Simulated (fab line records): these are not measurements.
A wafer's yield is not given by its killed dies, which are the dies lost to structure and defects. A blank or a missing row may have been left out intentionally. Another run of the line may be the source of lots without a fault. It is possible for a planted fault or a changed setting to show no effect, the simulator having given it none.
fab line records	flow n5-finfet
[record] lots = 10	wafers = 27	last-day = 17
route steps=1938 shown HKMG_FIN@451 GATE_CUT@466 BEOL_M4@1111 PASSIVATION@1936
lots untouched by any fault: they come from a run of this same line in which no faults occurred
start-h: hours from the record's first day to the start of the lot's first wafer shown	wait-h: hours elapsed since this lot's preceding step	" unchanged from the row above	L1.1+2: several wafers, shown together as one row	- no value, or no start given	* or withheld: withheld	< > ~ a bound
route shown NAME@n: a module of which the file shows steps, and the number in the route of the first	usual: mean/standard deviation of fault-free wafers	same: alike in all rows	chamber/n: place in a boat	sites: the reading at each site	_std_site: their standard deviation	_edge_site: the outer-site mean with the inner-site mean subtracted	radius-mm: for every site, how far away it sits from the centre of the wafer	mask NAME#n: copy n	behind: the most recent tool/chamber to have shaped the wafer	hold: what put the lot on hold/how long, in hours/how the hold closed	device: the n, p or np transistor that did not switch	end of line: the tests these same wafers got at the end of their route	a step given without rows: its recipe and nothing more	killed: not the wafer's yield, but the dies lost to structure and defects at the first sort	map: the dies of a wafer, with x for killed, . for not killed, _ for no die there
set.NAME: the run value of the setting; set.NAME@STEP: its run value at that earlier step	model.NAME: the simulator's own value behind a step, which no gauge read
one table for each step of the route and one row for each wafer, over a sample of lots
services: from which hour (start-h, from the record's first day; less than 0 if before it) a tool's chamber was out of use, for how many hours, and why
[[steps]]
[step N5_HKMG_FIN_ETCH_67]
[recipe] chemistry = N2/H2	target = SOC	target-depth-a = 3889	stop-on = TiN	ion-energy-ev = 100	bias-w = 61	pressure-mtorr = 30	source-w = 850	n2-flow-sccm = 200	h2-flow-sccm = 200
[usual] drypump-motor-current-A = 5.7/0.49	oes-product-au = 0.77/0.066	rf-vpp-V = 240.9/1.3	showerhead-plenum-p-Torr = 2.55/0.074	throttle-valve-pct = 17.72/0.26
lot.wafer	tool	chamber	start-h	wait-h	drypump-motor-current-A	oes-product-au	rf-hours-counter-h	rf-vpp-V	showerhead-plenum-p-Torr	throttle-valve-pct
L455.1	rie-diel-06	0	77.84	-	6.7	0.70	229	242.3	2.62	18.06
L455.5	"	1	"	"	5.2	0.78	-	242.6	2.67	17.83
L459.1	rie-diel-02	1	101.36	-	5.5	0.70	188	243.7	2.63	17.64
L459.4	"	3	"	"	5.2	0.74	167	240.8	2.66	18.36
L459.6	"	1	"	"	5.5	0.70	-	242.5	2.63	17.62
L460.1	rie-diel-01	3	108.22	-	5.3	0.87	37	239.3	2.49	17.62
L460.4	"	1	"	"	6.4	0.80	90	240.6	2.47	17.56
L464.1	rie-diel-01	1	131.94	-	6.4	0.80	98	240.1	2.47	17.59
L464.2	"	3	"	"	5.3	0.87	44	240.6	2.49	17.62
L464.6	"	2	"	"	6.3	0.69	-	239.6	2.48	17.62
L467.2	rie-diel-01	3	151.07	-	5.3	0.86	51	241.2	2.49	17.64
L467.3	"	2	"	"	6.3	0.69	242	240.3	2.48	17.65
L467.6	"	0	"	"	5.8	0.74	-	239.6	2.54	17.59
L469.1	rie-diel-01	0	159.31	-	5.7	0.74	157	241.4	2.54	17.60
L469.2	"	1	"	"	6.4	0.79	108	241.1	2.46	17.59
L469.6	"	1	"	"	6.4	0.79	-	238.9	2.46	17.60
L470.1	rie-diel-02	2	168.71	-	5.1	0.87	48	239.0	2.48	17.53
L470.2	"	3	"	"	5.2	0.71	190	241.8	2.65	18.40
L470.5	"	1	"	"	5.5	0.68	-	242.1	2.62	17.65
L474.2	rie-diel-02	0	194.95	-	6.1	0.80	88	242.2	2.58	17.48
L474.4	"	2	"	"	5.1	0.85	58	239.1	2.48	17.56
L474.6	"	1	"	"	5.5	0.67	-	241.2	2.62	17.70
L475.1	rie-diel-02	1	200.13	-	5.5	0.67	223	241.4	2.62	17.71
L475.5	"	0	"	"	6.1	0.79	-	240.5	2.58	17.49
L475.6	"	3	"	"	5.2	0.71	-	241.5	2.65	18.43
L478.3	rie-diel-02	2	216.48	-	5.1	0.85	66	239.9	2.47	17.58
L478.6	"	1	"	"	5.5	0.67	-	242.0	2.61	17.70
[step N5_HKMG_FIN_CMP_23]
[recipe] stop-on = SiNx	t-overpolish-s = 10	post-cmp-clean = rinse-only	down-force-psi = 4	platen-rpm = 50.289	pad-velocity-m-s = 1.0006	target-thk-nm = 46.326
[usual] motor-current-A = 11.9/1.4	overpolish-run-s = 10.001/0.009	time-to-endpoint-s = 12.7/2.1
lot.wafer	tool	chamber	start-h	wait-h	motor-current-A	overpolish-run-s	time-to-endpoint-s
L455.1	cmp-02	3	79.20	0.1	13.2	10.008	13.1
L455.5	"	3	"	"	12.3	10.002	9.8
L459.1	cmp-02	0	102.73	0.1	12.3	10.006	15.9
L459.4	"	1	"	"	12.4	10.015	15.7
L459.6	"	3	"	"	11.9	10.005	12.0
L460.1	cmp-03	1	109.70	0.2	10.0	10.007	15.8
L460.4	"	2	"	"	11.8	9.988	17.0
L464.1	cmp-03	3	133.29	0.1	12.7	9.995	9.4
L464.2	"	0	"	"	12.0	9.988	11.6
L464.6	"	3	"	"	13.0	9.999	9.3
L467.2	cmp-03	1	152.35	0.0	10.4	9.990	11.9
L467.3	"	3	"	"	13.0	10.007	8.9
L467.6	"	2	"	"	11.7	10.002	12.0
L469.1	cmp-03	0	160.59	0.0	12.0	10.012	2.0
L469.2	"	2	"	"	11.6	9.991	9.2
L469.6	"	1	"	"	10.3	10.003	14.2
L470.2	cmp-03	3	170.15	0.2	12.9	9.996	3.0
L470.1	"	0	"	"	12.5	10.001	3.3
L470.5	"	2	"	"	11.6	10.004	10.6
L474.4	cmp-02	0	196.38	0.2	12.3	10.003	14.8
L474.2	"	1	"	"	13.4	9.995	14.3
L474.6	"	2	"	"	14.3	10.005	13.1
L475.1	cmp-01	0	201.65	0.3	9.7	10.006	14.4
L475.5	"	1	"	"	12.8	9.996	17.0
L475.6	"	2	"	"	9.9	10.002	13.1
L478.3	cmp-01	3	217.92	0.2	12.0	10.005	12.6
L478.6	"	2	"	"	9.1	10.000	11.7
[step N5_GATE_CUT_ETCH_56]
[recipe] chemistry = Cl2/Ar	target = TiN	target-depth-a = 216	pressure-mtorr = 10	icp-w = 600	bias-w = 60	Cl2_flow_sccm = 40	Ar_flow_sccm = 60
[usual] drypump-motor-current-A = 5.78/0.23	mfc-cl2-sccm = 39.99/0.12	oes_ar_750_au = 0.78/0.1	oes-product-au = 0.78/0.1	throttle-valve-pct = 20.70/0.21
lot.wafer	tool	chamber	start-h	wait-h	drypump-motor-current-A	mfc-cl2-sccm	oes_ar_750_au	oes-product-au	rf-hours-counter-h	throttle-valve-pct
L455.1	rie-metal-02	1	79.98	0.1	5.93	39.88	0.54	0.56	152	20.74
L455.5	"	1	"	"	5.92	39.86	0.54	0.55	-	20.75
L459.1	rie-metal-03	1	103.51	0.1	6.04	40.18	0.75	0.75	46	20.78
L459.4	"	1	"	"	6.05	40.08	0.75	0.75	-	20.77
L459.6	"	0	"	"	5.49	40.27	0.60	0.60	-	20.97
L460.1	rie-metal-03	1	110.48	0.1	6.02	40.14	0.75	0.74	46	20.77
L460.4	"	1	"	"	6.04	39.92	0.75	0.75	-	20.78
L464.1	rie-metal-01	0	134.08	0.1	5.61	39.94	0.85	0.86	17	20.48
L464.2	"	1	"	"	5.98	40.00	0.68	0.70	63	21.00
L464.6	"	0	"	"	5.60	40.15	0.85	0.86	-	20.49
L467.2	rie-metal-02	0	153.21	0.1	5.54	40.06	0.86	0.86	25	20.59
L467.3	"	0	"	"	5.49	39.93	0.87	0.85	-	20.60
L467.6	"	1	"	"	5.92	40.08	0.88	0.92	-	20.37
L469.1	rie-metal-01	0	161.46	0.1	5.59	40.07	0.84	0.84	19	20.49
L469.2	"	1	"	"	5.96	40.01	0.68	0.70	66	21.01
L469.6	"	1	"	"	5.97	40.04	0.68	0.69	-	21.01
L470.1	rie-metal-01	1	170.86	0.1	5.97	40.14	0.68	0.69	66	21.01
L470.2	"	0	"	"	5.61	39.94	0.83	0.85	20	20.50
L470.5	"	1	"	"	5.94	40.00	0.68	0.69	-	21.01
L474.2	rie-metal-03	1	197.24	0.2	6.05	39.97	0.73	0.73	-	20.79
L474.4	"	1	"	"	6.05	39.88	0.73	0.73	-	20.78
L474.6	"	1	"	"	6.04	39.95	0.72	0.73	-	20.80
L475.1	rie-metal-01	1	202.39	0.1	5.98	39.86	0.67	0.69	70	21.01
L475.5	"	0	"	"	5.59	40.06	0.82	0.83	-	20.52
L475.6	"	1	"	"	5.99	39.84	0.67	0.70	-	21.01
L478.3	rie-metal-01	0	218.65	0.1	5.59	40.06	0.83	0.83	-	20.50
L478.6	"	0	"	"	5.60	40.18	0.82	0.82	-	20.52
[step N5_GATE_CUT_ETCH_58]
[recipe] chemistry = CH3F/O2	target = SiNx	target-depth-a = 170	time-s = 128.6	ion-energy-ev = 50	pressure-mtorr = 30	source-w = 415	bias-w = 21	Ar_flow_sccm = 150	CH3F_flow_sccm = 30	O2_flow_sccm = 20
[usual] CH3F_flow_sccm = 30.00/0.093	drypump-motor-current-A = 5.8/0.31	oes-product-au = 0.80/0.077	rf-vpp-V = 99.4/0.89	showerhead-plenum-p-Torr = 2.04/0.078	throttle-valve-pct = 16.25/0.21
lot.wafer	tool	chamber	start-h	wait-h	CH3F_flow_sccm	drypump-motor-current-A	oes-product-au	rf-hours-counter-h	rf-vpp-V	showerhead-plenum-p-Torr	throttle-valve-pct
L455.1	rie-diel-04	0	80.15	0.0	29.98	5.9	0.77	139	99.6	2.09	16.27
L455.5	"	0	"	"	29.93	5.9	0.76	-	99.1	2.09	16.28
L459.1	rie-diel-05	1	103.69	0.0	29.96	5.7	0.92	25	99.2	2.05	16.17
L459.4	"	0	"	"	30.05	6.1	0.78	144	99.1	2.09	16.22
L459.6	"	0	"	"	29.96	6.1	0.78	-	99.5	2.09	16.23
L460.1	rie-diel-04	0	110.66	0.0	29.89	5.9	0.75	149	99.6	2.09	16.29
L460.4	"	3	"	"	30.05	5.5	0.76	127	97.7	1.85	16.19
L464.1	rie-diel-04	1	134.25	0.0	29.94	5.6	0.68	235	100.1	1.97	16.16
L464.2	"	3	"	"	30.04	5.5	0.76	134	99.2	1.84	16.20
L464.6	"	2	"	"	30.14	6.1	0.80	-	100.3	2.09	15.95
L467.2	rie-diel-05	1	153.38	0.0	30.05	5.7	0.89	38	99.5	2.05	16.18
L467.3	"	2	"	"	30.15	6.3	0.76	143	98.8	2.08	16.57
L467.6	"	1	"	"	30.02	5.7	0.88	-	99.9	2.05	16.18
L469.1	rie-diel-03	3	161.63	0.0	29.95	5.8	0.94	14	99.4	2.05	16.26
L469.2	"	1	"	"	29.96	5.9	0.72	188	98.9	2.08	16.75
L469.6	"	0	"	"	30.04	5.2	0.96	-	100.4	2.05	16.02
L470.1	rie-diel-05	2	171.03	0.0	29.97	6.3	0.77	149	100.3	2.07	16.59
L470.2	"	0	"	"	29.95	6.1	0.76	162	98.3	2.09	16.27
L470.5	"	2	"	"	30.10	6.3	0.76	-	100.7	2.08	16.57
L474.2	rie-diel-03	1	197.59	0.1	30.01	5.9	0.72	199	100.1	2.08	16.78
L474.4	"	0	"	"	29.94	5.2	0.93	-	99.6	2.04	16.06
L474.6	"	3	"	"	30.13	5.8	0.89	-	99.7	2.05	16.29
L475.1	rie-diel-04	0	202.60	0.1	30.17	5.9	0.74	172	99.9	2.08	16.33
L475.5	"	0	"	"	30.00	5.9	0.74	-	100.5	2.08	16.33
L475.6	"	3	"	"	30.05	5.5	0.74	-	99.4	1.84	16.25
L478.3	rie-diel-03	1	218.79	0.0	30.19	5.9	0.70	206	99.4	2.07	16.79
L478.6	"	3	"	"	30.00	5.8	0.88	-	99.4	2.04	16.33
[step N5_BEOL_M4_RC_MEAS_101]
[usual] DIBL_N = 35.8/1.7	DIBL_P = 35.9/1.9	IOFF_N = 0.151/0.028	IOFF_P = 0.21/0.037	ION_N = 673/12	ION_P = 463/8.3	SS_N = 71.4/0.59	SS_P = 73.2/0.63	VT_N = 250/3.2	VT_P = -250/3.7
lot.wafer	tool	chamber	start-h	wait-h	DIBL_N[mV/V]	DIBL_P[mV/V]	IOFF_N[nA/um]	IOFF_P[nA/um]	ION_N[uA/um]	ION_P[uA/um]	SS_N[mV/dec]	SS_P[mV/dec]	VT_N[mV]	VT_P[mV]
L455.1	prober-02	0	161.17	0.0	36.1	36.0	0.141	0.21	667	462	71.5	73.7	249	-247
L455.5	"	0	"	"	35.2	35.2	0.130	0.21	660	457	71.2	73.0	254	-250
L460.1	prober-01	0	195.53	0.0	37.4	36.9	0.171	0.26	687	472	71.9	73.9	249	-244
L460.4	"	0	"	"	37.7	37.7	0.188	0.28	692	475	71.5	74.0	245	-245
L459.1	prober-02	0	195.85	0.0	35.3	36.6	0.155	0.21	679	469	71.4	73.1	249	-249
L459.4	"	0	"	"	33.5	33.1	0.123	0.17	665	461	71.3	73.3	251	-253
L459.6	"	0	"	"	31.4	30.7	0.101	0.14	664	458	70.4	72.1	252	-253
L464.1	prober-02	0	216.35	0.0	39.0	39.7	0.211	0.26	675	462	72.1	73.9	245	-248
L464.2	"	0	"	"	37.2	37.8	0.164	0.22	670	458	72.2	73.9	251	-248
L464.6	"	0	"	"	37.3	37.9	0.174	0.23	668	459	71.3	73.2	247	-249
L467.2	prober-02	0	238.30	0.2	35.5	36.2	0.139	0.19	662	454	71.3	72.9	251	-253
L467.3	"	0	"	"	34.8	34.5	0.128	0.17	663	459	70.2	72.5	249	-256
L467.6	"	0	"	"	34.6	34.2	0.128	0.16	664	457	71.2	72.4	252	-253
L469.1	prober-01	0	244.86	0.0	35.9	37.2	0.173	0.24	688	479	71.4	73.3	247	-247
L469.2	"	0	"	"	33.8	34.0	0.130	0.20	663	458	71.6	72.7	253	-248
L469.6	"	0	"	"	34.0	35.2	0.139	0.21	669	467	71.1	73.0	249	-246
L470.1	prober-01	0	253.85	0.0	36.9	36.0	0.167	0.20	669	456	71.9	73.1	250	-252
L470.2	"	0	"	"	37.8	36.6	0.182	0.21	679	463	71.3	73.6	245	-249
L470.5	"	0	"	"	36.8	35.3	0.162	0.20	684	469	71.2	72.6	248	-252
L475.1	prober-01	0	285.94	0.0	36.2	35.1	0.164	0.17	657	449	71.5	72.7	255	-254
L475.5	"	0	"	"	35.3	34.8	0.142	0.17	652	449	71.8	73.9	252	-253
L475.6	"	0	"	"	33.4	32.4	0.119	0.15	659	455	71.1	72.6	254	-254
L474.2	prober-01	0	292.56	0.2	37.2	37.6	0.173	0.25	663	463	72.2	74.2	250	-246
L474.4	"	0	"	"	35.0	36.0	0.147	0.22	679	469	71.2	73.3	250	-249
L474.6	"	0	"	"	37.4	38.0	0.176	0.26	680	468	71.8	73.6	249	-248
L478.3	prober-01	0	304.88	0.3	35.0	35.1	0.142	0.21	680	469	70.7	73.4	251	-249
L478.6	"	0	"	"	37.7	37.5	0.166	0.24	663	458	71.8	73.3	250	-247
[step N5_PASSIVATION_PROBE_49]
[usual] defect-limited-yield = 91.4/1.5	killed_at_M0_to_M3 = 33/9.8	killed_at_M4_up = 14/5.5	killed-at-contacts = 12/6.5	killed-at-front-end = 38/11	killed-at-other = 3/3.1	killed-dies = 101/17	killed-open = 66/13	killed-short = 32/7.5	sort_bin_5_function = 5.0/1	sort_bin_6_memory = 3.2/0.69	sort_bin_8_speed = 0.00/0.0072	sort-n-pass = 1079/17	sort-yield-pct = 91.4/1.5
[same] gross-dies = 1180	killed-at-back-side = 0	sort_bin_4_leakage[%] = 0
lot.wafer	tool	chamber	start-h	wait-h	defect-limited-yield[%]	killed_at_M0_to_M3	killed_at_M4_up	killed-at-contacts	killed-at-front-end	killed-at-other	killed-dies	killed-open	killed-short	sort_bin_5_function[%]	sort_bin_6_memory[%]	sort_bin_8_speed[%]	sort-n-pass	sort-yield-pct[%]
L464.1	prober-01	-	327.25	0.0	90.8	25	19	10	52	2	108	69	35	5.8	3.2	0	1072	90.8
L464.2	prober-01	-	327.30	0.1	91.8	35	13	11	30	8	97	60	30	5.3	2.2	0	1083	91.8
L464.6	prober-01	-	327.50	0.3	91.4	37	11	14	36	3	101	70	25	4.4	3.9	0	1079	91.4
L469.1	prober-01	-	361.90	0.0	93.4	29	6	12	27	4	78	48	29	4.4	2.0	0	1102	93.4
L469.2	prober-01	-	361.95	0.1	92.2	24	17	6	44	1	92	63	19	3.9	2.7	0	1088	92.2
L469.6	prober-01	-	362.15	0.3	92.1	43	9	9	30	2	93	62	31	4.6	3.0	0	1087	92.1
L470.1	prober-02	-	365.60	0.0	92.5	24	15	3	46	1	89	55	34	4.0	3.2	0	1091	92.5
L470.2	prober-02	-	365.65	0.1	92.9	37	14	8	23	2	84	53	28	4.3	2.5	0	1096	92.9
L470.5	prober-02	-	365.80	0.2	91.8	39	11	4	43	0	97	59	37	4.5	3.5	0	1083	91.8
L474.2	prober-01	-	395.02	0.1	91.4	35	13	9	37	7	101	64	36	4.7	3.4	0	1079	91.4
L474.4	prober-01	-	395.12	0.2	88.9	46	11	3	62	9	131	89	41	6.9	3.8	0	1049	88.9
L474.6	prober-01	-	395.22	0.3	89.9	41	15	13	44	6	119	73	43	5.4	4.2	0	1061	89.9
L475.1	prober-01	-	397.13	1.3	93.3	35	8	7	27	2	79	51	26	4.2	2.2	0	1101	93.3
L475.5	prober-01	-	397.33	1.5	92.5	30	9	5	39	5	88	56	30	4.2	3.1	0	1092	92.5
L475.6	prober-01	-	397.38	1.6	91.7	40	12	6	33	7	98	56	40	4.7	3.5	0	1082	91.7
// killed by level:class
L464.1 STI_FIN_REVEAL:geometric-particle:open=13 FIN_SAQP:geometric-particle:open=11 MOL_CONTACT_COAG:geometric-particle:open=7 BEOL_M1:geometric-particle:open=7 FIN_SAQP:geometric-particle:short=5 BEOL_M0_SAQP:geometric-particle:short=5 BEOL_M4:geometric-particle:open=5 STI_FIN_REVEAL:geometric-particle:short=4
L464.2 BEOL_M1:geometric-particle:open=9 MOL_CONTACT_COAG:geometric-particle:open=8 BEOL_M2:geometric-particle:open=7 FIN_SAQP:geometric-particle:open=6 BEOL_M3:geometric-particle:open=6 STI_FIN_REVEAL:geometric-particle:open=5 BEOL_M2:geometric-particle:short=5 BEOL_M0_SAQP:geometric-particle:short=4
L464.6 MOL_CONTACT_COAG:geometric-particle:open=11 STI_FIN_REVEAL:geometric-particle:open=10 FIN_SAQP:geometric-particle:open=8 BEOL_M0_SAQP:geometric-particle:short=8 BEOL_M2:geometric-particle:open=8 BEOL_M1:geometric-particle:open=6 BEOL_M3:geometric-particle:open=6 DUMMY_GATE:geometric-particle:open=5
L469.1 MOL_CONTACT_COAG:geometric-particle:open=9 BEOL_M0_SAQP:geometric-particle:short=8 BEOL_M0_SAQP:geometric-particle:open=7 BEOL_M2:geometric-particle:open=7 FIN_SAQP:geometric-particle:open=6 STARTING-WAFER:geometric-particle:short=6 GATE_CUT:geometric-particle:short=5 ILD0:geometric-particle:open=3
L469.2 BEOL_M4:geometric-particle:open=14 BEOL_M0_SAQP:geometric-particle:open=8 HKMG_FIN:area-etch=8 DUMMY_GATE:geometric-particle:open=7 GATE_CUT:geometric-particle:short=7 FIN_SAQP:geometric-particle:open=6 MOL_CONTACT_COAG:geometric-particle:open=6 BEOL_M0_SAQP:geometric-particle:short=5
L469.6 BEOL_M0_SAQP:geometric-particle:open=11 BEOL_M2:geometric-particle:open=10 BEOL_M0_SAQP:geometric-particle:short=9 FIN_SAQP:geometric-particle:short=8 MOL_CONTACT_COAG:geometric-particle:open=7 BEOL_M1:geometric-particle:open=7 STI_FIN_REVEAL:geometric-particle:open=6 BEOL_M4:geometric-particle:open=5
L470.1 FIN_SAQP:geometric-particle:open=16 GATE_CUT:geometric-particle:short=10 BEOL_M5:geometric-particle:open=7 BEOL_M0_SAQP:geometric-particle:short=5 BEOL_M1:geometric-particle:open=5 BEOL_M1:geometric-particle:short=5 GATE_CUT:geometric-particle:open=4 BEOL_M0_SAQP:geometric-particle:open=4
L470.2 BEOL_M3:geometric-particle:open=10 BEOL_M0_SAQP:geometric-particle:short=9 MOL_CONTACT_COAG:geometric-particle:open=7 BEOL_M3:geometric-particle:short=6 BEOL_M4:geometric-particle:open=6 BEOL_M5:geometric-particle:open=5 DUMMY_GATE:geometric-particle:open=4 GATE_CUT:geometric-particle:short=4
L470.5 FIN_SAQP:geometric-particle:open=9 BEOL_M0_SAQP:geometric-particle:short=9 FIN_SAQP:geometric-particle:short=8 BEOL_M0_SAQP:geometric-particle:open=8 BEOL_M3:geometric-particle:open=8 BEOL_M4:geometric-particle:open=6 BEOL_M3:geometric-particle:short=5 GATE_CUT:geometric-particle:short=4
L474.2 FIN_SAQP:geometric-particle:open=12 FIN_SAQP:geometric-particle:short=11 BEOL_M3:geometric-particle:open=10 BEOL_M0_SAQP:geometric-particle:short=7 BEOL_M2:geometric-particle:open=7 MOL_CONTACT_COAG:geometric-particle:open=6 STI_FIN_REVEAL:geometric-particle:open=5 BEOL_M0_SAQP:geometric-particle:open=4
L474.4 FIN_SAQP:geometric-particle:open=30 BEOL_M0_SAQP:geometric-particle:open=11 BEOL_M0_SAQP:geometric-particle:short=11 BEOL_M3:geometric-particle:open=10 FIN_SAQP:geometric-particle:short=7 GATE_CUT:geometric-particle:short=7 MIM_TOP_ETCH:geometric-particle:short=6 BEOL_M2:geometric-particle:open=6
L474.6 BEOL_M0_SAQP:geometric-particle:short=13 FIN_SAQP:geometric-particle:open=10 BEOL_M2:geometric-particle:open=9 MOL_CONTACT_COAG:geometric-particle:open=8 BEOL_M0_SAQP:geometric-particle:open=8 FIN_SAQP:geometric-particle:short=7 STI_FIN_REVEAL:geometric-particle:open=5 MOL_CONTACT_COAG:geometric-particle:short=5
L475.1 BEOL_M0_SAQP:geometric-particle:open=9 BEOL_M0_SAQP:geometric-particle:short=9 STI_FIN_REVEAL:geometric-particle:open=6 BEOL_M2:geometric-particle:open=6 FIN_SAQP:geometric-particle:open=5 GATE_CUT:geometric-particle:short=4 MOL_CONTACT_COAG:geometric-particle:short=4 BEOL_M5:geometric-particle:open=4
L475.5 STI_FIN_REVEAL:geometric-particle:open=12 BEOL_M0_SAQP:geometric-particle:short=8 BEOL_M0_SAQP:geometric-particle:open=8 FIN_SAQP:geometric-particle:short=7 FIN_SAQP:geometric-particle:open=4 BEOL_M2:geometric-particle:open=4 MOL_CONTACT_COAG:geometric-particle:open=4 GATE_CUT:geometric-particle:short=3
L475.6 BEOL_M3:geometric-particle:open=12 FIN_SAQP:geometric-particle:short=10 BEOL_M2:geometric-particle:open=7 STI_FIN_REVEAL:geometric-particle:open=6 BEOL_M0_SAQP:geometric-particle:short=6 BEOL_M1:geometric-particle:open=6 PAD_METAL:geometric-particle:short=5 ILD0:geometric-particle:short=3
[[services]]
tool	chamber	start-h	hours	kind
rie-diel-06	3	64.66	2.3	repair
rie-metal-01	0	67.72	12.7	repair
rie-diel-03	0	68.69	27.3	repair
rie-diel-02	-	69.83	0.6	repair
rie-diel-02	0	76.98	6.3	repair
rie-metal-03	-	88.78	2.8	pm
rie-diel-05	0	92.10	4.1	repair
cmp-01	-	92.75	0.5	repair
cmp-01	-	99.49	18.1	pm
rie-diel-03	0	99.83	13.6	repair
cmp-03	-	111.77	2.7	repair
rie-diel-05	-	127.03	0.2	repair
cmp-03	-	141.57	4.0	pm
cmp-01	-	150.56	8.2	pm
cmp-01	-	159.48	0.9	repair
rie-diel-05	1	162.56	1.5	repair
cmp-01	-	164.37	0.2	repair
rie-metal-03	0	168.32	7.0	repair
rie-metal-02	-	170.58	0.4	repair
rie-diel-02	-	186.88	2.8	pm
rie-diel-04	-	193.45	0.5	repair
rie-diel-05	2	195.74	11.3	repair
rie-diel-01	3	202.68	8.3	repair
cmp-03	-	216.65	5.4	pm
[[key]]
[first-sign] step = N5_HKMG_FIN_CMP_23	reading = time-to-endpoint-s	direction = down	sigmas = 3.4	usual = *	struck = *
effect none on later readings
met-at N5_HKMG_FIN_CMP_23
struck-lots L469,L470
struck-wafers L469.1,L469.2,L470.1,L470.2,L470.5
not-acting-at N5_HKMG_FIN_ETCH_67,N5_GATE_CUT_ETCH_56,N5_GATE_CUT_ETCH_58
onset-between 152.35 160.59
[fault] kind = process-parameter-drift	tool = cmp-03	chamber = -	onset-h = 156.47	steps = N5_HKMG_FIN_CMP_23	channel = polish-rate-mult	offset = 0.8	shape = step	end-h = 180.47	scope = struck-wafers-only
